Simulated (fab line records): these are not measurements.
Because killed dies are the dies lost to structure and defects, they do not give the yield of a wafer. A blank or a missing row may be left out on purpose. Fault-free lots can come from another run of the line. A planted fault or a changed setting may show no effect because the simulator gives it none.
Which of the tools did it? || flow nand harc || Sampling: 12 lots, 36 wafers, 3 of 1302 route steps

## WHAT THE GAUGES SHOWED, per wafer
NHARC_A_CONTACT_INSPECT_44.
{"lot": "L076", "measured": "day 22 10:14", "on": "defect inspect-02", "raw defect count": "20 17 22"}
{"lot": "L077", "measured": "day 22 11:38", "on": "defect inspect-02", "raw defect count": "67 58 62"}
{"lot": "L080", "measured": "day 23 08:01", "on": "defect inspect-02", "raw defect count": "23 27 23"}
{"lot": "L081", "measured": "day 24 14:17", "on": "defect inspect-02", "raw defect count": "94 112 120"}
{"lot": "L084", "measured": "day 25 12:12", "on": "defect inspect-02", "raw defect count": "26 22 33"}
{"lot": "L083", "measured": "day 25 21:55", "on": "defect inspect-01", "raw defect count": "126 129 145"}
{"lot": "L087", "measured": "day 26 19:25", "on": "defect inspect-02", "raw defect count": "31 33 30"}
{"lot": "L090", "measured": "day 27 19:05", "on": "defect inspect-02", "raw defect count": "107 78 93"}
{"lot": "L088", "measured": "day 28 00:15", "on": "defect inspect-02", "raw defect count": "139 124 96"}
{"lot": "L093", "measured": "day 29 11:14", "on": "defect inspect-02", "raw defect count": "109 105 115"}
{"lot": "L095", "measured": "day 30 02:14", "on": "defect inspect-02", "raw defect count": "85 80 95"}
{"lot": "L097", "measured": "day 30 20:55", "on": "defect inspect-01", "raw defect count": "137 133 134"}

## WHICH TOOL RAN EACH LOT (tool, then ch and the chambers of the sampled wafers, then the start)
{"lot": "L076", "NHARC_A_WL_FILL_ALD_19": "ald metal-04 ch 0,3, day 22 02:23", "NHARC_A_CONTACT_DEP_29": "pecvd-04 ch 0,2, day 22 09:21"}
{"lot": "L077", "NHARC_A_WL_FILL_ALD_19": "ald metal-04 ch 0,1,3, day 22 04:59", "NHARC_A_CONTACT_DEP_29": "pecvd-01 ch 1,2, day 22 10:47"}
{"lot": "L080", "NHARC_A_WL_FILL_ALD_19": "ald metal-04 ch 0,1,3, day 22 19:29", "NHARC_A_CONTACT_DEP_29": "pecvd-02 ch 0,1,2, day 23 07:10"}
{"lot": "L081", "NHARC_A_WL_FILL_ALD_19": "ald metal-03 ch 0,2,3, day 24 03:36", "NHARC_A_CONTACT_DEP_29": "pecvd-02 ch 1,2, day 24 13:26"}
{"lot": "L084", "NHARC_A_WL_FILL_ALD_19": "ald metal-02 ch 1,2, day 25 05:09", "NHARC_A_CONTACT_DEP_29": "pecvd-02 ch 0,1,2, day 25 11:25"}
{"lot": "L083", "NHARC_A_WL_FILL_ALD_19": "ald metal-04 ch 1,2,3, day 25 15:11", "NHARC_A_CONTACT_DEP_29": "pecvd-01 ch 1,2, day 25 21:04"}
{"lot": "L087", "NHARC_A_WL_FILL_ALD_19": "ald metal-04 ch 0,1, day 26 12:48", "NHARC_A_CONTACT_DEP_29": "pecvd-01 ch 0,1,2, day 26 18:37"}
{"lot": "L090", "NHARC_A_WL_FILL_ALD_19": "ald metal-02 ch 1,2,3, day 27 11:46", "NHARC_A_CONTACT_DEP_29": "pecvd-01 ch 0,2, day 27 18:26"}
{"lot": "L088", "NHARC_A_WL_FILL_ALD_19": "ald metal-02 ch 0,2, day 27 14:51", "NHARC_A_CONTACT_DEP_29": "pecvd-01 ch 0,1,2, day 27 23:26"}
{"lot": "L093", "NHARC_A_WL_FILL_ALD_19": "ald metal-03 ch 1,2, day 29 04:48", "NHARC_A_CONTACT_DEP_29": "pecvd-04 ch 0,1,2, day 29 10:36"}
{"lot": "L095", "NHARC_A_WL_FILL_ALD_19": "ald metal-04 ch 0,3, day 29 17:53", "NHARC_A_CONTACT_DEP_29": "pecvd-04 ch 1,2, day 30 01:25"}
{"lot": "L097", "NHARC_A_WL_FILL_ALD_19": "ald metal-02 ch 0,1,3, day 30 14:15", "NHARC_A_CONTACT_DEP_29": "pecvd-04 ch 0,1,2, day 30 20:04"}
- NHARC_A_WL_FILL_ALD_19: deposits TiN, target thk 2 nm, pulse time 3 s, ald cycles 100.
- NHARC_A_CONTACT_DEP_29: deposits SiON, target thk 100 nm.

## THE ANSWER, worked out from the rows above alone
Rule: usual is defined by the lots themselves. The widest of any qualifying gaps counts: lots, ordered by their means at a reading, are off when they make up no more than a third of the lots, leave a main group of 4 or more, and stand apart from it by 3 or more times the standard deviation of that group's means. If all means in a main group match to the digits the tables above print for the reading, that group is not used. Also off: a lot with no number at a reading for which 4 or more lots have one. Any other lot the step has rows for is counted as sound.
No lot is off on any of the readings shown, so nothing can be concluded from this.

## WHAT THE SIMULATOR PUT IN
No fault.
